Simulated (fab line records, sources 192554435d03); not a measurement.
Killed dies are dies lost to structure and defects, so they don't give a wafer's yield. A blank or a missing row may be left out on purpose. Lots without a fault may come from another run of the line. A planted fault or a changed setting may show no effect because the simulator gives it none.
fab line records | flow n5_finfet | part 2 of 2: steps 21 to 31 of 31
record lots=5 wafers=15 last_day=18
route steps=1938 shown MIM_TOP_ETCH@1853 MIM_BOT_LITHO@1854 MIM_BOT_ETCH@1866 PASS1_CAP@1873 TV_LITHO@1875
lots that met no fault: from a run of the same line without faults
start_h: hours from the record's first day to the start of the lot's first wafer shown | wait_h: hours since the lot's step before | " the same as in the row above | L1.1+2: a row that stands for several wafers | - no value, or no start given | * or withheld: withheld | < > ~ a bound
route shown NAME@n: a module of which the file shows steps, and the number in the route of the first | usual: mean/standard deviation of fault-free wafers | same: alike in all rows | chamber/n: place in a boat | sites: the reading at each site | _std_site: their standard deviation | _edge_site: outer sites' mean less inner sites' | radius_mm: how far each site lies from the wafer's centre | mask NAME#n: copy n | behind: the tool/chamber that last shaped the wafer | hold: why the lot was held/for how many hours/how that ended | device: the transistor (n, p or np) that didn't switch | end of line: the same wafers' tests at the end of the route | a step without rows: its recipe alone | killed: dies lost to structure and defects at the first sort, not the wafer's yield | map: a wafer's dies, x killed, . not, _ none there
set.NAME: the setting as run; set.NAME@STEP: as run at that earlier step | model.NAME: the simulator's own value behind a step, which no gauge read
lots at some steps of the route; a table a step, a row a wafer
services: from which hour (start_h, from the record's first day; less than 0 if before it) a tool's chamber was out of use, for how many hours, and why
## steps
# step N5_PASSIVATION_PECVD_55
# recipe material=SiO2 target_thk_a=4000 temp_c=400 precursor=SiH4/N2O pressure_torr=2.7 rf_w=608 time_s=22.5
# usual heater_power_w=671/81 showerhead_plenum_p_Torr=8.23/0.14 throttle_valve_pct=51.1/2.9
# same time_s=22.5
# columns lot.wafer tool chamber start_h wait_h heater_power_w showerhead_plenum_p_Torr throttle_valve_pct
L075.1 pecvd-01 1 266.83 0.0 662 8.28 58.8
L075.2 " 2 " " 664 8.44 48.4
L075.3 " 0 " " 642 8.14 50.9
L082.1 pecvd-02 1 313.35 0.0 460 8.04 50.2
L082.2 " 0 " " 638 8.03 50.9
L082.6 " 0 " " 680 8.04 50.9
L084.1 pecvd-03 1 325.62 0.0 603 8.25 49.7
L084.4 " 0 " " 678 8.35 49.7
L084.5 " 1 " " 618 8.23 50.0
L086.2 pecvd-03 0 326.14 0.0 852 8.37 49.7
L086.4 " 0 " " 695 8.35 49.8
L086.6 " 2 " " 683 8.37 50.5
L097.1 pecvd-03 0 427.26 0.0 827 8.36 49.7
L097.2 " 1 " " 653 8.23 50.0
L097.4 " 2 " " 683 8.37 51.4
# step N5_PASSIVATION_PECVD_01
# recipe material=SiNx target_thk_a=2000 temp_c=400 precursor=SiH4/NH3/N2 pressure_torr=4.9 rf_w=1406 time_s=43.2
# usual heater_power_w=388/83 showerhead_plenum_p_Torr=8.72/0.096 throttle_valve_pct=28.9/1.6
# same time_s=43.2
# columns lot.wafer tool chamber start_h wait_h heater_power_w showerhead_plenum_p_Torr throttle_valve_pct
L075.1 pecvd-01 1 266.87 0.0 502 8.78 33.2
L075.2 " 2 " " 405 8.88 27.4
L075.3 " 0 " " 364 8.67 28.6
L082.1 pecvd-02 1 313.38 0.0 303 8.60 28.4
L082.2 " 0 " " 350 8.57 29.0
L082.6 " 0 " " 382 8.61 29.0
L084.1 pecvd-03 1 325.65 0.0 396 8.72 28.1
L084.4 " 0 " " 498 8.82 28.2
L084.5 " 1 " " 250 8.74 27.9
L086.2 pecvd-03 0 326.17 0.0 559 8.80 28.0
L086.4 " 0 " " 579 8.80 28.2
L086.6 " 2 " " 347 8.81 28.5
L097.1 pecvd-03 0 427.30 0.0 554 8.82 28.4
L097.2 " 1 " " 367 8.73 28.2
L097.4 " 2 " " 406 8.81 29.0
# step N5_PASSIVATION_HMDS_03
# recipe time_s=60 temp_c=120
# usual resist_line_temp_C=23.01/0.12
# same time_s=60
# columns lot.wafer tool chamber start_h wait_h resist_line_temp_C
L075.1 litho_track-05 0 268.60 1.7 22.94
L075.2 " 0 " " 22.95
L075.3 " 0 " " 22.91
L082.1 litho_track-02 0 313.46 0.1 23.11
L082.2 " 0 " " 22.95
L082.6 " 0 " " 23.01
L086.2 litho_track-02 0 330.33 4.1 23.16
L086.4 " 0 " " 23.10
L086.6 " 0 " " 23.29
L084.1 litho_track-01 0 332.78 7.1 22.77
L084.4 " 0 " " 23.05
L084.5 " 0 " " 22.83
L097.1 litho_track-01 0 430.08 2.8 23.12
L097.2 " 0 " " 23.02
L097.4 " 0 " " 23.14
# step N5_PASSIVATION_COAT_04
# recipe spin_rpm=* resist_thk_nm=*
# usual resist_line_temp_C=22.98/0.11
# columns lot.wafer tool chamber start_h wait_h resist_line_temp_C
L075.1 litho_track-05 0 - - 22.99
L075.2 " 0 " " 22.91
L075.3 " 0 " " 23.15
L082.1 litho_track-02 0 - - 22.71
L082.2 " 0 " " 22.87
L082.6 " 0 " " 22.96
L086.2 litho_track-02 0 - - 22.84
L086.4 " 0 " " 23.03
L086.6 " 0 " " 22.85
L084.1 litho_track-01 0 - - 23.00
L084.4 " 0 " " 22.92
L084.5 " 0 " " 22.89
L097.1 litho_track-01 0 - - 23.01
L097.2 " 0 " " 23.05
L097.4 " 0 " " 23.03
# step N5_PASSIVATION_EBR_06
# recipe solvent=PGMEA ebr_width_mm=1.5
# usual resist_line_temp_C=23.00/0.12
# columns lot.wafer tool chamber start_h wait_h resist_line_temp_C
L075.1 litho_track-05 0 - - 23.27
L075.2 " 0 " " 23.31
L075.3 " 0 " " 23.30
L082.1 litho_track-02 0 - - 22.88
L082.2 " 0 " " 22.92
L082.6 " 0 " " 22.95
L086.2 litho_track-02 0 - - 23.09
L086.4 " 0 " " 22.92
L086.6 " 0 " " 22.92
L084.1 litho_track-01 0 - - 23.10
L084.4 " 0 " " 23.10
L084.5 " 0 " " 23.15
L097.1 litho_track-01 0 - - 23.11
L097.2 " 0 " " 23.16
L097.4 " 0 " " 23.03
# step N5_PASSIVATION_SOFTBAKE_05
# recipe temp_c=100 time_s=90
# usual resist_line_temp_C=22.99/0.11
# same time_s=90
# columns lot.wafer tool chamber start_h wait_h resist_line_temp_C
L075.1 litho_track-05 0 - - 22.98
L075.2 " 0 " " 22.90
L075.3 " 0 " " 23.09
L082.1 litho_track-02 0 - - 22.88
L082.2 " 0 " " 22.84
L082.6 " 0 " " 22.90
L086.2 litho_track-02 0 - - 22.98
L086.4 " 0 " " 23.05
L086.6 " 0 " " 23.01
L084.1 litho_track-01 0 - - 23.15
L084.4 " 0 " " 23.16
L084.5 " 0 " " 23.06
L097.1 litho_track-01 0 - - 23.03
L097.2 " 0 " " 22.88
L097.4 " 0 " " 22.90
# step N5_PASSIVATION_EXPOSE_07
# recipe mask_id=TV na=0.55 source_shape=conventional sigma_outer=0.8 polarization=unpolarized defocus_nm=0 target_cd_nm=3000 dose_mj=22.75
# columns lot.wafer tool chamber start_h wait_h mask
L075.1+2+3 krf_scanner-02 0 268.71 - TV#0
L082.1+2+6 krf_scanner-02 0 313.57 - TV#0
L086.2+4+6 krf_scanner-02 0 330.44 - TV#0
L084.1+4+5 krf_scanner-01 0 333.05 - TV#0
L097.1+2+4 krf_scanner-02 0 430.31 - TV#0
# step N5_PASSIVATION_PEB_08
# recipe peb_temp_c=withheld peb_time_s=*
# usual resist_line_temp_C=*
# columns lot.wafer tool chamber start_h wait_h resist_line_temp_C
L075.1 litho_track-05 0 268.76 0.1 *
L075.2 " 0 " " *
L075.3 " 0 " " *
L082.1 litho_track-02 0 313.62 0.1 *
L082.2 " 0 " " *
L082.6 " 0 " " *
L086.2 litho_track-05 0 330.49 0.0 *
L086.4 " 0 " " *
L086.6 " 0 " " *
L084.1 litho_track-05 0 333.10 0.1 *
L084.4 " 0 " " *
L084.5 " 0 " " *
L097.1 litho_track-01 0 430.37 0.1 *
L097.2 " 0 " " *
L097.4 " 0 " " *
# step N5_PASSIVATION_DEVELOP_09
# recipe develop_time_s=60 rinse_liquid=diw dry=air_spin dev_temp_c=21
# usual resist_line_temp_C=22.98/0.1
# columns lot.wafer tool chamber start_h wait_h resist_line_temp_C
L075.1 litho_track-05 0 - - 22.72
L075.2 " 0 " " 22.89
L075.3 " 0 " " 22.82
L082.1 litho_track-02 0 - - 22.90
L082.2 " 0 " " 22.96
L082.6 " 0 " " 23.11
L086.2 litho_track-05 0 - - 22.96
L086.4 " 0 " " 22.96
L086.6 " 0 " " 22.93
L084.1 litho_track-05 0 - - 23.09
L084.4 " 0 " " 22.97
L084.5 " 0 " " 23.05
L097.1 litho_track-01 0 - - 22.87
L097.2 " 0 " " 22.90
L097.4 " 0 " " 22.86
# step N5_PASSIVATION_HARDBAKE_11
# recipe temp_c=130 time_s=120
# usual resist_line_temp_C=23.00/0.1
# same time_s=120
# columns lot.wafer tool chamber start_h wait_h resist_line_temp_C
L075.1 litho_track-05 0 - - 22.94
L075.2 " 0 " " 23.06
L075.3 " 0 " " 22.93
L082.1 litho_track-02 0 - - 23.04
L082.2 " 0 " " 23.12
L082.6 " 0 " " 23.00
L086.2 litho_track-05 0 - - 22.97
L086.4 " 0 " " 22.95
L086.6 " 0 " " 23.05
L084.1 litho_track-05 0 - - 22.93
L084.4 " 0 " " 22.95
L084.5 " 0 " " 23.09
L097.1 litho_track-01 0 - - 22.94
L097.2 " 0 " " 22.93
L097.4 " 0 " " 23.01
# step N5_PASSIVATION_CD_MEAS_10
# recipe target_cd_nm=3000 landing_energy_ev=500 detector=se_inlens
# usual cd_nm=2998.8/2.7
# columns lot.wafer tool chamber start_h wait_h cd_nm
L075.1 cd_sem-02 0 268.88 - 2998.7
L075.2 " 0 " " 3001.7
L075.3 " 0 " " 2998.8
L082.1 cd_sem-03 0 313.74 - 3000.3
L082.2 " 0 " " 2995.1
L082.6 " 0 " " 2994.6
L086.2 cd_sem-02 0 330.61 - 2996.3
L086.4 " 0 " " 3001.6
L086.6 " 0 " " 2999.6
L084.1 cd_sem-01 0 333.22 - 2997.3
L084.4 " 0 " " 2995.3
L084.5 " 0 " " 2998.8
L097.1 cd_sem-01 0 430.49 - 2997.4
L097.2 " 0 " " 2997.3
L097.4 " 0 " " 2997.0
## services
# columns tool chamber start_h hours kind
krf_scanner-02 - 254.46 1.3 pm
rie_diel-05 0 258.19 9.4 repair
krf_scanner-02 - 258.36 1.0 pm
krf_scanner-01 - 262.54 1.0 pm
rie_diel-02 0 264.49 9.9 repair
pecvd-01 - 289.64 1.0 repair
krf_scanner-02 - 296.33 0.3 repair
pecvd-04 1 298.99 6.2 repair
krf_scanner-01 - 302.26 1.1 repair
rie_diel-05 0 307.30 4.3 repair
rie_diel-06 3 328.29 2.5 repair
rie_metal-01 1 328.92 3.0 repair
pecvd-03 0 357.77 12.8 repair
krf_scanner-02 - 360.18 0.8 pm
rie_diel-05 3 376.16 2.3 repair
rie_diel-02 - 381.76 0.5 repair
rie_diel-06 3 382.22 2.3 repair
rie_diel-06 2 382.64 11.7 repair
rie_diel-06 0 392.19 4.8 repair
krf_scanner-02 - 397.48 1.1 repair
wet_bench-04 - 400.12 4.0 repair
rie_diel-02 - 413.98 13.0 repair
krf_scanner-02 - 427.36 1.0 pm
krf_scanner-02 - 430.36 1.3 pm
